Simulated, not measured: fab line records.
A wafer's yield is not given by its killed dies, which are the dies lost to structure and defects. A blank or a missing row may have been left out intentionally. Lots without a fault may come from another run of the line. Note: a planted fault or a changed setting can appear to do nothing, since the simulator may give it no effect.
Which tool is to blame? | flow n5-finfet | 25 wafers from 10 lots sampled at 5 of the route's 1938 steps

== WHAT EACH GAUGE READ, for each wafer ==
N5_BEOL_M4_RC_MEAS_101. Usual: DIBL_N 37.7 mV/V, standard deviation 2; DIBL_P 37.7 mV/V, standard deviation 2.3; IOFF_N 0.18 nA/um, standard deviation 0.039; IOFF_P 0.23 nA/um, standard deviation 0.042; ION_N 681 uA/um, standard deviation 12; ION_P 463 uA/um, standard deviation 8; SS_N 71.9 mV/dec, standard deviation 0.68; SS_P 73.6 mV/dec, standard deviation 0.71; VT_N 248 mV, standard deviation 3.2; VT_P -249 mV, standard deviation 3.1.
lot  | measured     | on        | DIBL_N (mV/V)  | DIBL_P (mV/V)  | IOFF_N (nA/um) | IOFF_P (nA/um) | ION_N (uA/um) | ION_P (uA/um) | SS_N (mV/dec)  | SS_P (mV/dec)  | VT_N (mV)   | VT_P (mV)      | flag
L439 | day 12 01:04 | prober-02 | 42.7 36.7 42.0 | 41.4 34.8 40.6 | 0.26 0.13 0.25 | 0.31 0.18 0.30 | 704 672 707   | 480 465 482   | 73.3 71.3 72.9 | 74.6 72.9 74.4 | 244 254 245 | -245 -254 -247 |
L437 | day 12 07:17 | prober-01 | 36.6 38.5 40.1 | 36.6 38.0 42.1 | 0.17 0.20 0.26 | 0.24 0.25 0.36 | 669 675 688   | 464 460 471   | 72.1 72.3 72.8 | 72.7 73.1 73.9 | 249 248 243 | -245 -243 -241 |
L440 | day 12 12:42 | prober-02 | 38.0 37.4      | 37.0 37.3      | 0.19 0.16      | 0.20 0.21      | 692 681       | 462 459       | 71.4 71.2      | 73.3 73.3      | 247 249     | -252 -252      |
L441 | day 12 14:16 | prober-01 | 36.2 37.5 41.2 | 35.5 38.0 40.8 | 0.13 0.16 0.24 | 0.16 0.20 0.24 | 658 679 677   | 441 457 452   | 72.6 72.2 72.4 | 73.6 72.6 74.0 | 254 251 245 | -256 -254 -250 |
L444 | day 13 10:34 | prober-01 | 40.2 39.1 38.9 | 40.8 39.3 38.2 | 0.22 0.21 0.19 | 0.27 0.24 0.22 | 673 687 662   | 456 465 449   | 72.8 72.5 71.9 | 74.5 73.8 73.5 | 246 247 251 | -248 -248 -251 |
L448 | day 14 05:29 | prober-01 | 39.9 41.5      | 40.9 41.8      | 0.22 0.27      | 0.27 0.30      | 709 715       | 470 484       | 72.0 72.1      | 74.2 74.2      | 244 242     | -249 -245      |
L452 | day 15 09:11 | prober-01 | 37.6 37.9      | 36.5 36.6      | 0.16 0.16      | 0.22 0.22      | 693 679       | 475 471       | 71.9 71.7      | 73.1 73.2      | 250 250     | -250 -249      |
L454 | day 15 12:55 | prober-02 | 37.3 38.1      | 36.6 37.9      | 0.16 0.19      | 0.23 0.25      | 680 676       | 463 459       | 72.0 72.4      | 74.3 73.7      | 252 249     | -250 -246      |
L455 | day 16 00:22 | prober-01 | 38.0 37.0      | 36.7 35.4      | 0.18 0.16      | 0.22 0.20      | 665 677       | 457 462       | 71.2 71.2      | 73.7 73.1      | 248 248     | -250 -249      |
L460 | day 17 18:26 | prober-02 | 36.5 33.3 36.9 | 36.5 31.9 37.3 | 0.16 0.12 0.19 | 0.26 0.17 0.26 | 662 680 686   | 460 463 475   | 71.5 70.8 72.2 | 73.6 73.0 74.0 | 250 248 248 | -245 -251 -246 |

N5_BEOL_M15_CD_MEAS_28: target cd 407.6 nm. Usual: cd-nm at 408.1 nm, with a standard deviation of 2.5.
lot  | measured     | on        | cd-nm (nm)        | flag
L439 | day 15 18:02 | cd-sem-01 | 409.3 411.9 409.9 |
L437 | day 16 02:39 | cd-sem-01 | 410.6 411.4 412.5 |
L440 | day 16 11:04 | cd-sem-03 | 412.3 411.6       |
L441 | day 16 12:11 | cd-sem-02 | 406.8 405.3 409.0 |
L444 | day 17 03:27 | cd-sem-02 | 406.5 406.4 403.0 |
L448 | day 17 15:48 | cd-sem-02 | 404.9 407.3       |
L452 | day 18 21:00 | cd-sem-02 | 405.1 522.5       | OFF
L454 | day 18 21:08 | cd-sem-02 | 515.8 404.1       | OFF
L455 | day 19 07:32 | cd-sem-01 | 407.4 523.7       | OFF
L460 | day 21 11:40 | cd-sem-02 | 405.7 405.6 406.4 |

== EACH LOT AND THE TOOL THAT RAN IT (in order: tool; ch and the chambers of the sampled wafers; start) ==
lot  | N5_BEOL_M14_DEP_53            | N5_BEOL_M15_STRIP_64                          | N5_BEOL_M15_EXPOSE_25
L439 | pecvd-02 ch 0,2, day 15 15:31 | rie-diel-03 ch 0,3, day 15 17:52 or earlier   | krf-scanner-02 ch 0, day 15 17:52
L437 | pecvd-02 ch 0,1, day 16 00:23 | rie-diel-03 ch 0,1,3, day 16 02:29 or earlier | krf-scanner-02 ch 0, day 16 02:29
L440 | pecvd-02 ch 2, day 16 08:41   | rie-diel-02 ch 2, day 16 10:54 or earlier     | krf-scanner-02 ch 0, day 16 10:54
L441 | pecvd-02 ch 0,2, day 16 09:14 | rie-diel-06 ch 0,3, day 16 12:01 or earlier   | krf-scanner-02 ch 0, day 16 12:01
L444 | pecvd-04 ch 0,2, day 17 00:09 | rie-diel-02 ch 0,1, day 17 03:17 or earlier   | krf-scanner-02 ch 0, day 17 03:17
L448 | pecvd-01 ch 1,2, day 17 13:23 | rie-diel-03 ch 1,3, day 17 15:38 or earlier   | krf-scanner-02 ch 0, day 17 15:38
L452 | pecvd-04 ch 2, day 18 18:40   | rie-diel-02 ch 0,1, day 18 20:50 or earlier   | krf-scanner-02 ch 0, day 18 20:50
L454 | pecvd-02 ch 0,2, day 18 18:46 | rie-diel-06 ch 0,1, day 18 20:58 or earlier   | krf-scanner-02 ch 0, day 18 20:58
L455 | pecvd-04 ch 1,2, day 19 04:56 | rie-diel-03 ch 1,3, day 19 07:22 or earlier   | krf-scanner-02 ch 0, day 19 07:22
L460 | pecvd-02 ch 0,2, day 21 09:24 | rie-diel-03 ch 1,3, day 21 11:30 or earlier   | krf-scanner-02 ch 0, day 21 11:30
- N5_BEOL_M14_DEP_53: deposits SiCN from 3MS/NH3, target thk 50 nm, time 17.8 s.
- N5_BEOL_M15_STRIP_64: strips in O2.
- N5_BEOL_M15_EXPOSE_25: exposes mask M15, target cd 400 nm.

== AS READ BY THE TOOLS THEMSELVES (means over the sampled wafers that have a number; for cases with no such wafer, the mark the record gives instead) ==
N5_BEOL_M14_DEP_53. Usual: showerhead-plenum-p-Torr 4.160 Torr, standard deviation 0.02; throttle-valve-pct 18.2 %, standard deviation 0.71.
lot  | tool     | showerhead-plenum-p-Torr (Torr) | throttle-valve-pct (%) | flag
L439 | pecvd-02 | 4.162                           | 18.2                   |
L437 | pecvd-02 | 4.146                           | 18.6                   |
L440 | pecvd-02 | 4.170                           | 18.2                   |
L441 | pecvd-02 | 4.162                           | 18.4                   |
L444 | pecvd-04 | 4.155                           | 17.6                   |
L448 | pecvd-01 | 4.184                           | 17.1                   |
L452 | pecvd-04 | 4.165                           | 17.4                   |
L454 | pecvd-02 | 4.165                           | 18.2                   |
L455 | pecvd-04 | 4.140                           | 18.1                   |
L460 | pecvd-02 | 4.170                           | 18.4                   |

N5_BEOL_M15_STRIP_64. Usual: drypump-motor-current-A 5.7 A, standard deviation 0.41; oes-product-au 0.78 a.u., standard deviation 0.086; rf-vpp-V 3.7 V, standard deviation 0.51; showerhead-plenum-p-Torr 2.10 Torr, standard deviation 0.083; temp-c 60.01 C, standard deviation 0.11; throttle-valve-pct 16.6 %, standard deviation 0.32.
lot  | tool        | drypump-motor-current-A (A) | oes-product-au (a.u.) | rf-vpp-V (V) | showerhead-plenum-p-Torr (Torr) | temp-c (C) | throttle-valve-pct (%) | flag
L439 | rie-diel-03 | 6.1                         | 0.75                  | 3.5          | 2.08                            | 60.02      | 16.7                   |
L437 | rie-diel-03 | 5.9                         | 0.83                  | 3.5          | 2.08                            | 59.94      | 16.5                   |
L440 | rie-diel-02 | 5.8                         | 0.66                  | 3.5          | 1.98                            | 60.00      | 17.1                   |
L441 | rie-diel-06 | 5.6                         | 0.86                  | 3.5          | 2.10                            | 60.08      | 16.5                   |
L444 | rie-diel-02 | 5.5                         | 0.76                  | 4.0          | 2.04                            | 60.05      | 16.8                   |
L448 | rie-diel-03 | 6.2                         | 0.79                  | 4.0          | 2.11                            | 60.05      | 16.6                   |
L452 | rie-diel-02 | 5.3                         | 0.73                  | 3.8          | 2.05                            | 60.09      | 16.9                   |
L454 | rie-diel-06 | 5.7                         | 0.78                  | 3.8          | 2.02                            | 60.00      | 16.9                   |
L455 | rie-diel-03 | 6.2                         | 0.78                  | 3.3          | 2.11                            | 60.08      | 16.6                   |
L460 | rie-diel-03 | 6.3                         | 0.73                  | 3.7          | 2.09                            | 60.02      | 16.6                   |

N5_BEOL_M15_EXPOSE_25. Usual: stage-vel-mm-s 499.99 mm/s, standard deviation 0.24.
lot  | tool           | stage-vel-mm-s (mm/s) | flag
L439 | krf-scanner-02 | 500.16                |
L437 | krf-scanner-02 | 500.02                |
L440 | krf-scanner-02 | 500.10                |
L441 | krf-scanner-02 | 499.87                |
L444 | krf-scanner-02 | 499.82                |
L448 | krf-scanner-02 | 499.94                |
L452 | krf-scanner-02 | 499.87                |
L454 | krf-scanner-02 | 500.09                |
L455 | krf-scanner-02 | 500.19                |
L460 | krf-scanner-02 | 500.02                |

== THE ANSWER, worked out from the rows above alone ==
Rule: take the mean of a lot's wafers that have a number; if it is more than 3 standard deviations from the usual mean, the lot is off. A lot without any number at a reading at which 4 lots or more have one is off too. All remaining lots with rows at the step are treated as sound. After the gauges, taken in route order, come the tools' own readings; for these a lot's mean is taken, as printed above. The first step at which some lot is off is used, and at that step the reading that is off furthest; a lot without a number counts as furthest.
Off: L452, L454, L455 (N5_BEOL_M15_CD_MEAS_28, cd-nm).
If a tool, at a process step before that reading, ran all the lots that are off and no sound lot after the first of them, it fits. Those tools and the gauges at N5_BEOL_M15_CD_MEAS_28 are tried in the same way. With no start given for some of its lots, N5_BEOL_M15_STRIP_64 uses the hours and lot order of N5_BEOL_M15_EXPOSE_25. Of those tried, none fits.

== WHAT HAD BEEN PUT IN BY THE SIMULATOR ==
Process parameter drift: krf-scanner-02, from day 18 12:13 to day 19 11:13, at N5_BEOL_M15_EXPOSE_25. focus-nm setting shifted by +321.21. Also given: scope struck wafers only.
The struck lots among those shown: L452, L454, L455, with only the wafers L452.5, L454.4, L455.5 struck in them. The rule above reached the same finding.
